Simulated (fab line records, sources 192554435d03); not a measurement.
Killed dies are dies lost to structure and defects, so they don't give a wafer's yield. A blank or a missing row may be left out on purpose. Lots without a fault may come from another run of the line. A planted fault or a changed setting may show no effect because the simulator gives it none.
One fault seen from 2 desks | flow n5_finfet | each desk has only its own numbers; what lay behind them comes last

THE METROLOGY DESK
What the gauges read, lot by lot, whatever tool the lot ran on: means of the sampled wafers that have a number. A lot is out of limits, marked OUT, if its mean lies more than 4 standard deviations from the usual mean; the brackets give that distance.
Columns: A = trench_depth_nm at N5_BEOL_M14_OCD_MEAS_35, usual 558 nm
lot  | first seen here | A
L201 | day 11 19:20    | 553
L204 | day 12 01:05    | 563
L208 | day 12 23:36    | 558
L212 | day 14 06:52    | 563
L221 | day 16 22:07    | 547
L224 | day 17 13:19    | 555
This desk's finding: nothing out of limits on any of the 6 lots.

THE TOOL OWNER'S DESK: pvd_sputter-01
The tool's own readings at N5_BEOL_M14_SPUTTER_43 (material TaN, target thk 15 nm, time 24.19 s): means of the sampled wafers that have a number, for each lot that ran on this tool. A lot is out of limits, marked OUT, if its mean lies more than 4 standard deviations from the usual mean; the brackets give that distance.
Columns: A = cathode_dc_power_W at N5_BEOL_M14_SPUTTER_43, usual 15000 W; B = throttle_valve_pct at N5_BEOL_M14_SPUTTER_43, usual 29.6 %
lot  | first seen here | A                       | B
L201 | day 11 23:39    | 15000                   | 29.0
L208 | day 13 03:53    | 14144 (-99 or more) OUT | 29.4
L212 | day 14 08:39    | 14146 (-99 or more) OUT | 29.4
L221 | day 16 22:32    | 14997                   | 29.4
L224 | day 17 14:25    | 15000                   | 30.2
This desk's finding: out of limits on L208, L212; first on L208, day 13 03:53 (cathode_dc_power_W at N5_BEOL_M14_SPUTTER_43). In limits: L201, L221, L224.

PUT TOGETHER
The tool owner's desk could have raised an alarm at day 13 03:53, on L208, L212.
The metrology desk saw nothing out of limits.
The metrology desk has L208, L212 on record, within its limits.
Of the lots named, all ran N5_BEOL_M14_SPUTTER_43 on pvd_sputter-01.

WHAT THE SIMULATOR HAD PUT IN
Process parameter drift: pvd_sputter-01, from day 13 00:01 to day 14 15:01, at N5_BEOL_M14_SPUTTER_43. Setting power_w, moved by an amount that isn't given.
Lots struck among those shown: L208, L212.
Hours from the fault's start to each desk's first reading out of limits: the tool owner's desk, 4.
